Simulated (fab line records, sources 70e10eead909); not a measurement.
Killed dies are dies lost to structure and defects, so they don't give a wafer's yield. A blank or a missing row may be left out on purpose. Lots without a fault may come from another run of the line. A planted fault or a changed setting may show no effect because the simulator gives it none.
Chamber matching | flow nand_harc | NHARC_THIN_TSV_DEP_43 on pecvd-01: 3 sister chambers
The step deposits SiO2, target thk 1328.5 nm. 3 wafers are shown with their chamber, then 9 later ones without.

WAFERS WITH THEIR CHAMBER
wafer  | chamber | throttle_valve_pct (%)
L083.3 | 2       | 15.3
L086.4 | 0       | 16.1
L086.6 | 1       | 16.5

WAFERS WITHOUT THEIR CHAMBER
wafer  | throttle_valve_pct (%)
L091.1 | 16.9
L091.2 | 15.7
L091.5 | 16.3
L094.1 | 17.0
L094.5 | 16.0
L094.6 | 15.6
L096.2 | 15.5
L096.4 | 15.6
L096.6 | 16.5

WHICH CHAMBER EACH WENT THROUGH
wafer  | from the rows above          | in truth
L091.1 | can't be placed: 1 or 0      | 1
L091.2 | can't be placed: 2 or 0 or 1 | 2
L091.5 | can't be placed: 0 or 1      | 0
L094.1 | can't be placed: 1 or 0      | 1
L094.5 | can't be placed: 0 or 1 or 2 | 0
L094.6 | can't be placed: 2 or 0 or 1 | 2
L096.2 | can't be placed: 2 or 0      | 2
L096.4 | can't be placed: 2 or 0 or 1 | 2
L096.6 | can't be placed: 1 or 0      | 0
Placed correctly: 0 of 9. Can't be placed from these rows: 9 (the true chamber is among the candidates in 9). Placed wrongly: 0.
How it was worked out, from the rows above alone: a wafer's distance from a chamber is the root of the sum, over the readings, of the square of ((its reading less the chamber's mean) divided by the reading's scatter). The wafer belongs to the nearest chamber; if the next one is less than 2 further off, it can't be placed. A chamber's mean is the mean of its shown wafers. The scatter: with one shown wafer a chamber, the root of the mean of the squares of how far each hidden wafer lies from its nearest shown one.
